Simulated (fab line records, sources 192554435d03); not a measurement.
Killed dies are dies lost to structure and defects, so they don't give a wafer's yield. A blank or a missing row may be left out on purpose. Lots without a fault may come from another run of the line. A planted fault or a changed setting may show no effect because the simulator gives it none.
fab line records | flow n5_finfet
record lots=7 wafers=39
route steps=1938 shown FIN_SAQP@120 FIN_CUT@173 DUMMY_GATE@215 MOL_CONTACT_COAG@581
start_h: hours from the record's first day to the start of the lot's first wafer shown | wait_h: hours since the lot's step before | " the same as in the row above | L1.1+2: a row that stands for several wafers | - no value, or no start given | * or withheld: withheld | < > ~ a bound
route shown NAME@n: a module of which the file shows steps, and the number in the route of the first | usual: mean/standard deviation of fault-free wafers | same: alike in all rows | chamber/n: place in a boat | sites: the reading at each site | _std_site: their standard deviation | _edge_site: outer sites' mean less inner sites' | radius_mm: how far each site lies from the wafer's centre | mask NAME#n: copy n | behind: the tool/chamber that last shaped the wafer | hold: why the lot was held/for how many hours/how that ended | device: the transistor (n, p or np) that didn't switch | end of line: the same wafers' tests at the end of the route | a step without rows: its recipe alone | killed: dies lost to structure and defects at the first sort, not the wafer's yield | map: a wafer's dies, x killed, . not, _ none there
set.NAME: the setting as run; set.NAME@STEP: as run at that earlier step | model.NAME: the simulator's own value behind a step, which no gauge read
lots whose settings were changed on purpose; a table a step, a row a wafer
## steps
# step N5_FIN_SAQP_MANDREL_ETCH_22
# recipe target_depth_a=600 chemistry=HBr/Cl2 target=a-Si stop_on=SiNx bt_time_s=10 over_etch_frac=0.5 time_s=30 pressure_mtorr=10 icp_w=800 bias_w=75 HBr_flow_sccm=150 Cl2_flow_sccm=80 ends=end_point
# columns lot.wafer tool chamber start_h wait_h set.icp_w model.SOC_of_FIN_SAQP_COAT_49.thk_nm
L075.1 rie_si-04 0 28.68 0.0 800 76
L075.2 " 1 " " 800 75.84
L075.3 " 2 " " 800 76.02
L075.4+6 " 3 " " 800 76.22
L075.5 " 0 " " 800 75.78
L078.2 rie_si-02 2 47.36 0.0 800 76.09
L078.3 " 0 " " 800 75.78
L078.5 " 2 " " 800 76.12
L082.1 rie_si-02 0 70.93 0.0 903.9 74.47
L082.2 " 2 " " 903.9 73.83
L082.3 " 3 " " 800 75.87
L082.4 " 1 " " 903.9 74.1
L082.5 " 2 " " 800 75.09
L082.6 " 1 " " 800 75.28
L083.1 rie_si-02 1 77.22 0.0 800 76.1
L083.2 " 2 " " 800 75.39
L083.3 " 3 " " 871.3 74.99
L083.4 " 0 " " 871.3 74.81
L083.5 " 0 " " 800 75.88
L083.6 " 3 " " 871.3 75.31
L085.1 rie_si-02 2 88.20 0.0 800 75.38
L085.2 " 0 " " 800 75.85
L085.3 " 1 " " 800 75.93
L085.4 " 3 " " 800 76.06
L085.5 " 3 " " 800 76.12
L085.6 " 2 " " 800 75.71
L087.1 rie_si-02 3 100.13 0.0 696.7 77.62
L087.2 " 1 " " 800 75.59
L087.3 " 2 " " 800 75.66
L087.4 " 0 " " 696.7 77.2
L087.5 " 1 " " 800 75.83
L087.6 " 0 " " 696.7 76.92
L093.1 rie_si-04 1 135.97 0.0 854.1 75.39
L093.2 " 0 " " 854.1 75.76
L093.3 " 3 " " 800 76.28
L093.4 " 2 " " 800 76.6
L093.5 " 1 " " 854.1 75.52
L093.6 " 2 " " 800 76.53
# step N5_FIN_CUT_CUT_ETCH_26
# recipe chemistry=CH3F/O2 target=SiNx target_depth_a=390 mask_material=SOC time_s=55.7 pressure_mtorr=30 source_w=395 bias_w=73 Ar_flow_sccm=150 CH3F_flow_sccm=30 O2_flow_sccm=20 ion_energy_ev=120
# usual rf_vpp_V=296.3/2.6
# columns lot.wafer tool chamber start_h wait_h set.source_w rf_vpp_V model.etch.depth_nm
L075.1 rie_diel-06 2 34.56 0.0 395 293.2 39.59
L075.2 " 1 " " 395 301.4 39
L075.3 " 3 " " 395 297.0 39.14
L075.4 " 1 " " 395 301.8 39.01
L075.5 " 2 " " 395 294.2 39.45
L075.6 " 3 " " 395 296.0 39.16
L078.2 rie_diel-06 1 52.40 0.0 395 300.5 38.8
L078.3 " 3 " " 395 295.3 38.99
L078.5 " 0 " " 395 294.9 38.81
L082.1 rie_diel-02 3 76.47 0.0 451.5 276.1 41.23
L082.2 " 2 " " 451.5 279.6 41.18
L082.3 " 1 " " 395 295.0 38.46
L082.4 " 0 " " 395 292.9 37.96
L082.5 " 0 " " 395 294.4 38.17
L082.6 " 1 " " 451.5 278.5 40.01
L083.1 rie_diel-06 3 82.70 0.0 395 296.4 38.71
L083.2 " 0 " " 465.9 271.0 41.2
L083.3 " 2 " " 465.9 272.3 41.71
L083.4 " 1 " " 465.9 277.7 41.34
L083.5 " 1 " " 395 300.2 38.57
L083.6 " 0 " " 395 294.5 38.82
L085.1 rie_diel-02 0 93.14 0.0 395 293.6 38.27
L085.2 " 2 " " 421 288.8 39.91
L085.3 " 3 " " 421 284.4 40.12
L085.4 " 0 " " 395 293.9 38.53
L085.5 " 2 " " 421 289.6 40.13
L085.6 " 3 " " 395 294.6 39.73
L087.1 rie_diel-06 3 105.31 0.0 395 297.6 38.69
L087.2 " 0 " " 354.6 309.7 37.45
L087.3 " 1 " " 354.6 316.7 37.21
L087.4 " 2 " " 395 294.3 39.49
L087.5 " 1 " " 395 300.5 38.91
L087.6 " 0 " " 354.6 308.8 37.04
L093.1 rie_diel-06 3 140.97 0.0 447.7 279.3 41.03
L093.2 " 1 " " 395 300.2 39.12
L093.3 " 0 " " 447.7 277.9 41.28
L093.4 " 2 " " 395 293.6 39.43
L093.5 " 1 " " 447.7 283.4 40.75
L093.6 " 0 " " 395 294.7 39.78
# step N5_DUMMY_GATE_CVD_03
# recipe material=a-Si target_thk_a=1500 temp_c=530 precursor=SiH4 time_s=8042
# columns lot.wafer tool chamber start_h wait_h set.target_thk_a model.a-Si_of_DUMMY_GATE_CVD_03.thk_nm
L075.1 - - - 0.1 1404 139.8
L075.2 " - " " 1404 139.4
L075.3 " - " " 1404 140.6
L075.4+6 " - " " 1404 140.4
L075.5 " - " " 1404 140
L078.2 lpcvd-02 1/95 61.83 0.1 1500 147.8
L078.3 " 1/100 " " 1500 151.6
L078.5 " 1/109 " " 1500 151
L082.1+2 - - - 0.1 1435 144.6
L082.3 " - " " 1435 144.8
L082.4 " - " " 1435 144
L082.5 " - " " 1435 143.8
L082.6 " - " " 1435 145.4
L083.1+5 - - - 0.1 1426 142.6
L083.2 " - " " 1426 143.2
L083.3+6 " - " " 1426 143.4
L083.4 " - " " 1426 142
L085.1 - - - 0.1 1500 150.2
L085.2 " - " " 1500 150.4
L085.3 " - " " 1500 149.2
L085.4 " - " " 1500 151.4
L085.5+6 " - " " 1500 148.8
L087.1 - - - 0.1 1619 158.4
L087.2+3 " - " " 1619 160.2
L087.4 " - " " 1619 159
L087.5 " - " " 1619 160.6
L087.6 " - " " 1619 159.4
L093.1 - - - 0.1 1323 132.4
L093.2 " - " " 1323 132.8
L093.3+4 " - " " 1323 132.2
L093.5 " - " " 1323 133.6
L093.6 " - " " 1323 131.8
# step N5_DUMMY_GATE_EXPOSE_12
# recipe mask_id=GATE na=0.33 source_shape=annular sigma_inner=0.2 sigma_outer=0.6 polarization=unpolarized target_cd_nm=25 dose_mj=34
# columns lot.wafer tool chamber start_h wait_h mask set.dose_mj
L075.1+3+5 euv_scanner-02 0 54.66 - GATE#0 34
L075.2+4+6 " 0 " " GATE#0 36.18
L078.2+3+5 euv_scanner-02 0 69.99 - GATE#0 34
L082.1+2+5 euv_scanner-02 0 94.82 - GATE#0 34
L082.3+4+6 " 0 " " GATE#0 31.54
L083.1+2+3+4+5+6 euv_scanner-01 0 100.55 - GATE#0 34
L085.1+2+5 euv_scanner-02 0 111.10 - GATE#0 31.86
L085.3+4+6 " 0 " " GATE#0 34
L087.1+2+3+4+5+6 euv_scanner-01 0 123.91 - GATE#0 34
L093.1+2+6 euv_scanner-01 0 161.13 - GATE#0 35.43
L093.3+4+5 " 0 " " GATE#0 34
# step N5_DUMMY_GATE_PEB_13
# recipe peb_temp_c=100 peb_time_s=60 resist=CAR-EUV
# step N5_DUMMY_GATE_DEVELOP_14
# recipe develop_time_s=30 developer=TMAH resist=CAR-EUV rinse_liquid=surfactant_rinse dry=air_spin dev_temp_c=23
# step N5_DUMMY_GATE_CD_MEAS_15
# recipe target_cd_nm=25.8 landing_energy_ev=500 detector=se_inlens
# usual cd_nm=25.00/0.23
# columns lot.wafer tool chamber start_h wait_h set.dose_mj@DUMMY_GATE_EXPOSE_12 cd_nm
L075.1 cd_sem-02 0 54.79 - 34 24.84
L075.2 " 0 " " 36.18 23.79
L075.3 " 0 " " 34 24.62
L075.4 " 0 " " 36.18 23.66
L075.5 " 0 " " 34 24.88
L075.6 " 0 " " 36.18 23.75
L078.2 cd_sem-01 0 70.12 - 34 25.06
L078.3 " 0 " " 34 24.96
L078.5 " 0 " " 34 25.41
L082.1 cd_sem-02 0 94.95 - 34 24.76
L082.2 " 0 " " 34 24.87
L082.3 " 0 " " 31.54 26.35
L082.4 " 0 " " 31.54 26.73
L082.5 " 0 " " 34 24.88
L082.6 " 0 " " 31.54 26.66
L083.1 cd_sem-02 0 100.68 - 34 25.34
L083.2 " 0 " " 34 25.15
L083.3 " 0 " " 34 25.75
L083.4 " 0 " " 34 24.95
L083.5 " 0 " " 34 25.34
L083.6 " 0 " " 34 25.44
L085.1 cd_sem-02 0 111.22 - 31.86 26.42
L085.2 " 0 " " 31.86 26.40
L085.3 " 0 " " 34 25.29
L085.4 " 0 " " 34 24.96
L085.5 " 0 " " 31.86 26.26
L085.6 " 0 " " 34 24.86
L087.1 cd_sem-02 0 124.04 - 34 24.69
L087.2 " 0 " " 34 24.87
L087.3 " 0 " " 34 24.66
L087.4 " 0 " " 34 25.08
L087.5 " 0 " " 34 25.01
L087.6 " 0 " " 34 24.73
L093.1 cd_sem-03 0 161.25 - 35.43 24.29
L093.2 " 0 " " 35.43 24.24
L093.3 " 0 " " 34 25.34
L093.4 " 0 " " 34 24.64
L093.5 " 0 " " 34 25.09
L093.6 " 0 " " 35.43 24.10
# step N5_DUMMY_GATE_STRIP_38
# recipe chemistry=N2/H2 temp_c=40 n2_flow_sccm=200 h2_flow_sccm=200 rf_frequency_hz=6e+07
# step N5_DUMMY_GATE_STRIP_39
# recipe chemistry=N2/H2 temp_c=40 n2_flow_sccm=200 h2_flow_sccm=200 rf_frequency_hz=6e+07
# step N5_DUMMY_GATE_TRIM_49
# recipe chemistry=O2 resist=SOC time_s=29 target_cd_nm=14 source_power_w=300 bias_power_w=0 O2_flow_sccm=100 temp_c=20
# columns lot.wafer tool chamber start_h wait_h set.dose_mj@DUMMY_GATE_EXPOSE_12 model.DUMMY_GATE.cd_nm
L075.1+5 rie_si-06 1 55.14 0.0 34 14
L075.2 " 3 " " 36.18 12.4
L075.3 " 2 " " 34 13.8
L075.4 " 0 " " 36.18 12.8
L075.6 " 0 " " 36.18 13
L078.2 rie_si-03 0 70.47 0.0 34 14
L078.3 " 1 " " 34 13.8
L078.5 " 0 " " 34 14.4
L082.1+2 rie_si-03 2,0 95.31 0.0 34 14.2
L082.3 " 1 " " 31.54 15.4
L082.4 " 3 " " 31.54 15.6
L082.5 " 3 " " 34 13.8
L082.6 " 0 " " 31.54 15.8
L083.1+2+4+6 rie_si-01 1,0,2,0 101.03 0.0 34 13.8
L083.3 " 3 " " 34 14.2
L083.5 " 3 " " 34 14
L085.1 rie_si-03 3 111.58 0.0 31.86 15.4
L085.2+5 " 0 " " 31.86 15
L085.3+4+6 " 2,1,1 " " 34 14
L087.1+2+6 rie_si-03 1,3,1 124.40 0.0 34 13.8
L087.3+4+5 " 2,3,2 " " 34 14
L093.1+6 rie_si-03 2,3 161.82 0.0 35.43 13.6
L093.2 " 0 " " 35.43 13.4
L093.3 " 1 " " 34 14.4
L093.4+5 " 3,0 " " 34 14.2
# step N5_DUMMY_GATE_STRIP_40
# recipe chemistry=CF4 resist=SiARC power_w=300 bias_power_w=75 pressure_mtorr=50 cf4_flow_sccm=150 rf_frequency_hz=6e+07
# step N5_DUMMY_GATE_CD_MEAS_50
# recipe target_cd_nm=14
# usual cd_nm=14.04/0.3
# columns lot.wafer tool chamber start_h wait_h set.dose_mj@DUMMY_GATE_EXPOSE_12 cd_nm
L075.1 cd_sem-03 - 55.29 0.0 34 14.21
L075.2 " - " " 36.18 12.53
L075.3 " - " " 34 13.77
L075.4 " - " " 36.18 12.77
L075.5 " - " " 34 14.21
L075.6 " - " " 36.18 13.21
L078.2 cd_sem-03 - 70.62 0.0 34 14.17
L078.3 " - " " 34 14.22
L078.5 " - " " 34 13.91
L082.1 cd_sem-01 - 95.46 0.0 34 14.22
L082.2 " - " " 34 14.67
L082.3 " - " " 31.54 15.12
L082.4 " - " " 31.54 15.89
L082.5 " - " " 34 13.87
L082.6 " - " " 31.54 15.76
L083.1 cd_sem-02 - 101.18 0.0 34 13.94
L083.2 " - " " 34 13.98
L083.3 " - " " 34 14.56
L083.4 " - " " 34 13.97
L083.5 " - " " 34 13.98
L083.6 " - " " 34 14.13
L085.1 cd_sem-03 - 111.78 0.0 31.86 15.47
L085.2 " - " " 31.86 15.31
L085.3 " - " " 34 13.80
L085.4 " - " " 34 14.32
L085.5 " - " " 31.86 15.11
L085.6 " - " " 34 14.14
L087.1 cd_sem-02 - 124.58 0.0 34 13.56
L087.2 " - " " 34 13.86
L087.3 " - " " 34 14.06
L087.4 " - " " 34 14.14
L087.5 " - " " 34 14.27
L087.6 " - " " 34 13.95
L093.1 cd_sem-01 - 162.06 0.0 35.43 13.60
L093.2 " - " " 35.43 13.54
L093.3 " - " " 34 14.32
L093.4 " - " " 34 14.01
L093.5 " - " " 34 14.25
L093.6 " - " " 35.43 13.50
# step N5_DUMMY_GATE_ETCH_42
# recipe chemistry=CHF3/O2 target=SiO2 target_depth_a=35 time_s=31 ion_energy_ev=30 bias_w=12 pressure_mtorr=30 source_w=600 Ar_flow_sccm=200 CHF3_flow_sccm=50 O2_flow_sccm=5
# columns lot.wafer tool chamber start_h wait_h set.bias_w set.dose_mj@DUMMY_GATE_EXPOSE_12 model.DUMMY_GATE.cd_nm
L075.1 rie_diel-02 2 55.83 0.0 10.81 34 14.6
L075.2 " 3 " " 10.81 36.18 13.2
L075.3+5 " 0,3 " " 12 34 14.8
L075.4 " 1 " " 12 36.18 13.8
L075.6 " 2 " " 10.81 36.18 13.8
L078.2+3 rie_diel-06 2,3 71.38 0.3 12 34 15.2
L078.5 " 1 " " 12 34 15.4
L082.1+2 rie_diel-03 3,0 96.00 0.0 12 34 15.2
L082.3 " 2 " " 12 31.54 16.2
L082.4 " 3 " " 12 31.54 16.4
L082.5 " 2 " " 12 34 14.6
L082.6 " 0 " " 12 31.54 16.8
L083.1+2 rie_diel-03 3,0 101.73 0.0 12 34 14.8
L083.3 " 2 " " 11.16 34 15.4
L083.4 " 0 " " 11.16 34 14.8
L083.5 " 3 " " 11.16 34 15
L083.6 " 2 " " 12 34 14.6
L085.1 rie_diel-02 2 112.59 0.1 12 31.86 16.4
L085.2 " 1 " " 12 31.86 16
L085.3+6 " 3 " " 10.73 34 15.2
L085.4 " 1 " " 12 34 14.8
L085.5 " 2 " " 10.73 31.86 15.8
L087.1 rie_diel-06 2 125.46 0.2 12 34 15.2
L087.2+5+6 " 3,3,2 " " 12 34 14.8
L087.3+4 " 1 " " 12 34 15
L093.1 rie_diel-03 3 162.60 0.0 12 35.43 14.8
L093.2+6 " 1,0 " " 12 35.43 14.4
L093.3+5 " 2,3 " " 12 34 15.2
L093.4 " 0 " " 12 34 15
# step N5_MOL_CONTACT_COAG_ETCH_91
# recipe chemistry=N2/H2 target=SOC target_depth_a=600 overetch_a=210 mask_material=SiARC temp_c=40 time_s=101.2 ion_energy_ev=200 pressure_mtorr=30 source_w=840 bias_w=150 n2_flow_sccm=200 h2_flow_sccm=200
# usual rf_vpp_V=524.2/1.8
# columns lot.wafer tool chamber start_h wait_h set.source_w rf_vpp_V model.SiARC_of_MOL_CONTACT_COAG_COAT_76.thk_nm
L075.1 rie_diel-04 1 109.25 0.0 991.5 495.1 5.4
L075.2 " 2 " " 840 524.0 6
L075.3 " 0 " " 840 525.8 5.8
L075.4 " 0 " " 991.5 498.5 5.6
L075.5 " 1 " " 840 522.9 5.8
L075.6 " 2 " " 991.5 494.9 5.6
L078.2 rie_diel-05 1 122.87 0.0 840 524.0 5.8
L078.3 " 0 " " 840 527.0 6
L078.5 " 0 " " 840 527.3 6
L082.1 rie_diel-04 0 145.85 0.0 983.5 499.4 5.6
L082.2 " 3 " " 983.5 499.8 5.4
L082.3 " 2 " " 983.5 496.0 5.6
L082.4 " 1 " " 840 523.1 6
L082.5 " 0 " " 840 525.9 6
L082.6 " 1 " " 840 521.4 6
L083.1 rie_diel-04 0 153.90 0.0 902.9 514.7 5.8
L083.2 " 1 " " 902.9 510.3 5.6
L083.3 " 3 " " 902.9 512.8 5.6
L083.4 " 2 " " 840 523.7 6
L083.5 " 2 " " 840 523.5 6
L083.6 " 1 " " 840 521.7 5.8
L085.1 rie_diel-01 2 164.03 0.0 997.2 497.0 5.4
L085.2 " 0 " " 840 523.0 5.8
L085.3 " 3 " " 997.2 493.7 5.4
L085.4 " 1 " " 840 524.7 5.8
L085.5 " 1 " " 840 523.3 5.8
L085.6 " 0 " " 997.2 492.7 5.4
L087.1 rie_diel-04 3 180.26 0.0 840 525.5 5.8
L087.2 " 2 " " 840 524.7 6
L087.3 " 2 " " 840 523.9 6
L087.4 " 3 " " 840 525.0 5.8
L087.5 " 3 " " 840 524.7 5.8
L087.6 " 2 " " 840 523.9 6
L093.1 rie_diel-01 1 222.93 0.0 992.8 494.9 5.4
L093.2 " 3 " " 840 524.9 5.8
L093.3 " 0 " " 992.8 494.1 5.4
L093.4 " 1 " " 840 523.4 5.8
L093.5 " 3 " " 840 524.4 5.8
L093.6 " 0 " " 992.8 494.2 5.4
## key
split step=N5_FIN_SAQP_MANDREL_ETCH_22 setting=icp_w stated=800 by=wafer
response step=N5_FIN_SAQP_MANDREL_ETCH_22 reading=model.SOC_of_FIN_SAQP_COAT_49.thk_nm change=-0.108 per=1% r=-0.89
split step=N5_FIN_CUT_CUT_ETCH_26 setting=source_w stated=395 by=wafer
response step=N5_FIN_CUT_CUT_ETCH_26 reading=rf_vpp_V change=-1.23 per=1% r=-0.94
response step=N5_FIN_CUT_CUT_ETCH_26 reading=model.etch.depth_nm change=+0.156 per=1% r=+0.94
split step=N5_DUMMY_GATE_CVD_03 setting=target_thk_a stated=1500 by=lot
response step=N5_DUMMY_GATE_CVD_03 reading=model.a-Si_of_DUMMY_GATE_CVD_03.thk_nm change=+1.38 per=1% r=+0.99
split step=N5_DUMMY_GATE_EXPOSE_12 setting=dose_mj stated=34 by=wafer
response step=N5_DUMMY_GATE_CD_MEAS_15 reading=cd_nm change=-0.206 per=1% r=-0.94
response step=N5_DUMMY_GATE_TRIM_49 reading=model.DUMMY_GATE.cd_nm change=-0.192 per=1% r=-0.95
response step=N5_DUMMY_GATE_CD_MEAS_50 reading=cd_nm change=-0.185 per=1% r=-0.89
response step=N5_DUMMY_GATE_ETCH_42 reading=model.DUMMY_GATE.cd_nm change=-0.177 per=1% r=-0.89
split step=N5_DUMMY_GATE_ETCH_42 setting=bias_w stated=12 by=wafer
response none clear
split step=N5_MOL_CONTACT_COAG_ETCH_91 setting=source_w stated=840 by=wafer
response step=N5_MOL_CONTACT_COAG_ETCH_91 reading=rf_vpp_V change=-1.55 per=1% r=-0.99
response step=N5_MOL_CONTACT_COAG_ETCH_91 reading=model.SiARC_of_MOL_CONTACT_COAG_COAT_76.thk_nm change=-0.0227 per=1% r=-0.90
